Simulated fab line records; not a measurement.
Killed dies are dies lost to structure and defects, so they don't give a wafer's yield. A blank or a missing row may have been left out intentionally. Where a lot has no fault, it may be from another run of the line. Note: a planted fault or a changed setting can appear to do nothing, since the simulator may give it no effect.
Which of the tools did it?	flow n5 finfet	route of 1938 steps, sampled at 1 step: 11 lots, 33 wafers

## WHAT THE GAUGES SHOWED, per wafer
N5_BEOL_M11_CD_MEAS_28: target cd 70 nm.
lot	measured	on	cd nm (nm)
L969	day 10 09:06	cd sem-02	73.1 73.1 70.8
L970	day 10 21:40	cd sem-03	70.7 72.0 70.4
L971	day 11 09:13	cd sem-01	71.1 70.8 70.0
L974	day 11 20:29	cd sem-02	72.8 73.5 70.4
L973	day 12 04:54	cd sem-01	73.1 72.0 72.0
L976	day 12 16:50	cd sem-02	70.9 71.8 68.1
L977	day 12 20:55	cd sem-03	73.4 72.9 70.4
L979	day 13 03:53	cd sem-03	69.5 72.2 70.8
L978	day 13 14:33	cd sem-02	72.8 71.0 72.9
L989	day 16 05:29	cd sem-01	70.1 70.0 71.4
L990	day 16 13:22	cd sem-01	72.6 70.3 70.2

## TOOL THAT RAN EACH LOT (tool first, then ch and the chambers of the sampled wafers, then the start)
Before these readings, the record contains no process step.

## THE ANSWER, worked out from the rows above alone
Rule: the lots themselves supply what counts as usual. The widest of any qualifying gaps counts: lots, ordered by their means at a reading, are off when they make up no more than a third of the lots, leave a main group of 4 or more, and stand apart from it by 3 or more times the standard deviation of that group's means. The tables above print the reading to a certain number of digits; a main group whose means all agree to those digits is not used. A lot without any number at a reading at which 4 lots or more have one is off too. The other lots that the step has rows for count as sound.
No lot is off at any reading shown: from this, nothing can be told.

## WHAT THE SIMULATOR HAD INSERTED
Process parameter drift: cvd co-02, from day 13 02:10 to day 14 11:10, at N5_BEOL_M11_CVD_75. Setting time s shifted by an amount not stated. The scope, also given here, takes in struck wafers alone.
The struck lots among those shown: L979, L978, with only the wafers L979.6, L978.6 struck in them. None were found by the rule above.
